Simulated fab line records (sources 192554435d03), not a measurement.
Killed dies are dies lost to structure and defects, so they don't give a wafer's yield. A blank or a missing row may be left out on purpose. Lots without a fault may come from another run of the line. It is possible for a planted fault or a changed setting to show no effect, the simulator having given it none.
Comparing a struck lot with a sound one + flow n5_finfet + 16 steps out of a route of 1938
Sound: the wafers L833.2, L833.5, L833.6. Struck: wafer L840.4 (left out: L840.3, L840.5 of the same lot, which were not struck); the cause appears at the end.
Order at every step that has rows: each side's tool, ch and its chambers, its first start. Under that, the readings that differ: sound wafers + struck wafers + difference of the means + sigmas: that difference in standard deviations of wafers without a fault.
alike: words and numbers the same on both sides, and readings whose means are apart by under 2 such deviations; not compared: readings that were withheld, readings missing a value for some wafer, numbers with overlapping values and no deviation given by the record, and bounds like >300 which may hide the same value.
Wherever a step has rows on one side only, a row that says differs or no value, or a row with sigmas, the two part there. Numbers that have no deviation but don't overlap get no sigmas and don't part them. A reading missing from all wafers of one side parts the sides only when that side holds two or more wafers.

first, 1 step without rows for these wafers: N5_FIN_CUT_DESCUM_13 (chemistry O2, time 7 s).
N5_FIN_CUT_ETCH_30: etches underlayer in N2/H2, target depth 13 nm, time 10.4 s.
  sound on rie_diel-05 ch 0,1, day 2 03:00; struck on rie_diel-05 ch 0, day 3 20:38
  alike: drypump_motor_current_A, etch_rf_on_time_s, oes_product_au, rf_vpp_V, showerhead_plenum_p_Torr, throttle_valve_pct
  not compared: rf_hours_counter_h
then, 5 steps without rows for these wafers: N5_FIN_CUT_ETCH_20 (etches SiARC in CF4, target depth 26 nm, time 43.3 s); N5_FIN_CUT_ETCH_21 (etches SOC in N2/H2, target depth 219 nm, overetch 43.8 nm, time 523.5 s); N5_FIN_CUT_STRIP_23 (strips in N2/H2); N5_FIN_CUT_STRIP_31 (strips in N2/H2); N5_FIN_CUT_STRIP_24 (strips in CF4).
N5_FIN_CUT_CUT_ETCH_26: etches SiNx in CH3F/O2, target depth 39 nm, time 55.7 s.
  sound on rie_diel-05 ch 0,1, day 2 03:24; struck on rie_diel-05 ch 0, day 3 21:03
  alike: drypump_motor_current_A, oes_o_777_au, oes_product_au, rf_vpp_V, showerhead_plenum_p_Torr, throttle_valve_pct
  not compared: rf_hours_counter_h
N5_FIN_CUT_CUT_ETCH_27: etches SiO2 in CHF3/O2, target depth 4 nm, overetch 2 nm, time 4.9 s.
  sound on rie_diel-05 ch 0,1, day 2 03:27; struck on rie_diel-05 ch 0, day 3 21:05
  alike: drypump_motor_current_A, oes_o_777_au, oes_product_au, rf_vpp_V, showerhead_plenum_p_Torr, throttle_valve_pct
  not compared: rf_hours_counter_h
N5_FIN_CUT_PRECLEAN_35: cleans in vHF, time 13.3 s.
  sound on vapor_etch-02 ch 0,1, day 2 03:31; struck on vapor_etch-01 ch 0, day 3 21:11
  alike: drypump_motor_current_A
N5_FIN_CUT_CUT_ETCH_15: etches Si in HBr/Cl2/O2, target depth 100 nm, bt time 10 s, time 42.4 s.
  sound on rie_si-05 ch 0,1,2, day 2 03:36; struck on rie_si-04 ch 3, day 3 21:14
| reading                | sound          | struck | difference | sigmas |
|------------------------|----------------|--------|------------|--------|
| throttle_valve_pct (%) | 38.2 38.2 37.7 | 36.3   | -1.7       | -3     |
  alike: drypump_motor_current_A, oes_o_777_au, oes_product_au
  not compared: rf_hours_counter_h
then, 1 step without rows for these wafers: N5_FIN_CUT_CUT_ETCH_28 (etches Si in HBr/Cl2/O2, target depth 6 nm, time 2.4 s).
N5_FIN_CUT_STRIP_22: strips in N2/H2.
  sound on rie_diel-05 ch 0,3, day 2 03:43; struck on rie_diel-03 ch 2, day 3 21:22
| reading                | sound             | struck | difference | sigmas |
|------------------------|-------------------|--------|------------|--------|
| power_w (W)            | 500.1 502.1 500.8 | 450.4  | -50.6      | -34    |
| throttle_valve_pct (%) | 18.98 18.88 18.97 | 19.51  | +0.57      | +2     |
  alike: drypump_motor_current_A, oes_product_au, rf_vpp_V, showerhead_plenum_p_Torr
  not compared: rf_hours_counter_h
then, 1 step without rows for these wafers: N5_FIN_CUT_PRECLEAN_36 (cleans in O3/DIW, time 60 s).
-- record jumps: 7 days separate the struck wafers' starts on either side; left off in module FIN_CUT, taken up again in module BEOL_M4, whose first shown step is the route's number 1111 --
N5_BEOL_M4_RC_MEAS_101:
  sound on prober-01 ch 0, day 7 20:23; struck on prober-01 ch 0, day 10 16:52
| reading        | sound          | struck | difference | sigmas |
|----------------|----------------|--------|------------|--------|
| IOFF_P (nA/um) | 0.28 0.33 0.26 | 0.17   | -0.12      | -2     |
| SS_P (mV/dec)  | 73.6 74.6 74.2 | 71.9   | -2.2       | -2     |
  alike: DIBL_N, DIBL_P, IOFF_N, ION_N, ION_P, SS_N, VT_N, VT_P
-- record jumps: 4 days separate the struck wafers' starts on either side; left off in module BEOL_M4, taken up again in module PASSIVATION, whose first shown step is the route's number 1936 --
N5_PASSIVATION_PROBE_49:
  record: rows for the struck wafers here (prober-01, day 15 00:01), none for the sound ones

## WHERE THEY PART
Earliest at N5_FIN_CUT_CUT_ETCH_15; latest, in this record, at N5_PASSIVATION_PROBE_49.

WHY: what had been put in by the simulator
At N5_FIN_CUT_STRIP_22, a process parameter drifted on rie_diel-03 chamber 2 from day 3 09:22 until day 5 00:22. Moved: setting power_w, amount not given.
